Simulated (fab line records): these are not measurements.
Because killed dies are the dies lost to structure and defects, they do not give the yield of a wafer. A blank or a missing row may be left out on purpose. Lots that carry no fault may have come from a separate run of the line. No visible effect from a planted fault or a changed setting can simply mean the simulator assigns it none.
Chamber matching    flow n5 finfet    pecvd-01 running N5_FIN_SAQP_HM_DEP_72: 3 sister chambers
The step deposits SiO2 from SiH4/N2O, target thk 12 nm, time 7.2 s. 3 wafers are shown with their chamber, then 12 later ones without.

WAFERS PAIRED WITH THEIR CHAMBERS
wafer   chamber  showerhead plenum p Torr (Torr)
L090.2  0        8.01
L091.2  1        8.19
L091.4  2        7.79

WAFERS WITHOUT THEIR CHAMBER
wafer   showerhead plenum p Torr (Torr)
L093.1  8.04
L093.5  7.77
L093.6  8.17
L094.2  8.04
L094.3  7.79
L094.5  8.01
L095.1  7.80
L095.2  8.04
L095.4  7.81
L097.1  8.03
L097.4  8.05
L097.5  7.79

THE CHAMBER EACH PASSED THROUGH
wafer   from the rows above  in truth
L093.1  0                    0
L093.5  2                    2
L093.6  1                    1
L094.2  0                    0
L094.3  2                    2
L094.5  0                    0
L095.1  2                    2
L095.2  0                    0
L095.4  2                    2
L097.1  0                    0
L097.4  0                    0
L097.5  2                    2
Correct placement for 12 of the 12. Not placeable from these rows: 0. Wrongly placed: 0.
How it was worked out, from the rows above alone: a wafer's distance from a chamber is the root of the sum, over the readings, of the square of ((its reading less the chamber's mean) divided by the reading's scatter). If the next closest chamber is less than 2 further off than the closest, the wafer can't be placed; otherwise it belongs to the closest. The mean given for a chamber averages the wafers shown for that chamber. The scatter (one wafer shown for each chamber): square how far every hidden wafer sits from the nearest shown wafer, average those squares and take the square root.
